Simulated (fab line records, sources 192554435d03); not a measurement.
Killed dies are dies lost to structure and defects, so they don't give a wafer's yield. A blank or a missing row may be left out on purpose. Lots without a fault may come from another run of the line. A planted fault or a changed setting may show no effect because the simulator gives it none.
Problem report in the 8D (eight disciplines) form, filled by code | flow n5_finfet | the parts of the form that need people (team, actions taken, sign-off) are left out

1. THE PROBLEM
killed_at_M4_up at N5_PASSIVATION_PROBE_49 reads a mean of 1099 on 3 wafers of 2 lots; wafers without a fault read 13 with a standard deviation of 5.6. That is +99 or more standard deviations from the usual mean.
First seen on wafer L637.1, day 17 11:10, on prober-02. The record holds 9 wafers of 3 lots with a number at this step. Rule for "out", or "out of limits": more than 4 standard deviations from the usual mean. The other wafers with a number count as sound.

2. WHAT IT IS AND WHAT IT IS NOT
question                    | is                                                                                             | is not
which readings at this step | killed_at_M4_up, defect_limited_yield, killed_dies, killed_on_rim, sort_n_pass, sort_yield_pct | killed_at_M0_to_M3, killed_at_contacts, killed_at_front_end, killed_at_other, killed_open, killed_short, sort_bin_4_leakage, sort_bin_5_function, sort_bin_6_memory, sort_bin_8_speed
which lots                  | L637, L638                                                                                     | L630
which wafers of those lots  | L637.1, L638.1, L638.4                                                                         | L637.5, L637.6, L638.3
read on which tools         | prober-02                                                                                      | -
when                        | from day 17 11:10                                                                              | up to then (3 sound wafers); but 3 sound wafers of L637, L638 came after

3. SUSPECTS, AND WHAT RULES EACH OUT
Counting: a tool at a process step up to the reading stays a suspect if it ran every lot that is out. Sound lots after the first of them don't rule it out here, since some wafers of a struck lot are sound.
- euv_scanner-02 at N5_BEOL_M5_EXPOSE_25 (exposes mask V4, defocus 10 nm): kept. It ran every lot that is out, first L637 (day 12 18:37); its last sound lot up to then is L630 (day 10 08:24).
- rtp_anneal-01 at N5_BEOL_M15_ANNEAL_48 (time 90 s): kept. It ran every lot that is out, first L637 (day 16 09:44).
- prober-02 at N5_PASSIVATION_PROBE_49: kept. It ran every lot that is out, first L637 (day 17 11:10); its last sound lot up to then is L630 (day 14 14:26). Its own readings are out on those wafers: defect_limited_yield, killed_at_M4_up, killed_dies, killed_on_rim, sort_n_pass, sort_yield_pct.
Left after counting: euv_scanner-02 at N5_BEOL_M5_EXPOSE_25, rtp_anneal-01 at N5_BEOL_M15_ANNEAL_48, prober-02 at N5_PASSIVATION_PROBE_49.

4. THE CAUSE (what the simulator had put in)
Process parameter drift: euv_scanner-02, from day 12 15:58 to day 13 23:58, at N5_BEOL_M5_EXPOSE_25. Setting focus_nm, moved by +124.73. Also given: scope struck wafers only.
Counting left 3 suspects, and this tool is among them.

5. THE CHAIN OF EFFECTS, in route order
Each row: a reading whose mean over the struck wafers that have a number lies more than 3 standard deviations from the usual. Only readings for which the record gives a usual standard deviation are gone through. hours: the time from each lot's start at the first step in this table that gives one to its start at this step, as a median over the lots. sigmas: the change in usual standard deviations.
hours | step                    | reading              | usual  | on struck wafers | change | sigmas
0     | N5_PASSIVATION_PROBE_49 | defect_limited_yield | 91.1 % | 0.0              | -91.1  | -61
0     | N5_PASSIVATION_PROBE_49 | killed_at_M4_up      | 13     | 1099             | +1086  | +99 or more
0     | N5_PASSIVATION_PROBE_49 | killed_dies          | 105    | 1180             | +1075  | +60
0     | N5_PASSIVATION_PROBE_49 | killed_on_rim        | 14     | 152              | +138   | +36
0     | N5_PASSIVATION_PROBE_49 | sort_n_pass          | 1075   | 0                | -1075  | -60
0     | N5_PASSIVATION_PROBE_49 | sort_yield_pct       | 91.1 % | 0.0              | -91.1  | -61
The process steps in it:
- N5_PASSIVATION_PROBE_49

6. WHAT WOULD HAVE CAUGHT IT SOONER
In this record the first reading out of limits was taken at day 17 11:10, 115 hours after the fault began at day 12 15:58.
Of the tool readings at N5_BEOL_M5_EXPOSE_25 for which the record gives a usual standard deviation, none was out on any struck wafer, so an alarm limit of 4 standard deviations on them would not have fired.
All the lots that are out (2) had begun N5_BEOL_M5_EXPOSE_25 on euv_scanner-02 by day 17 11:10. A hold on the tool at that time would have spared none of them.
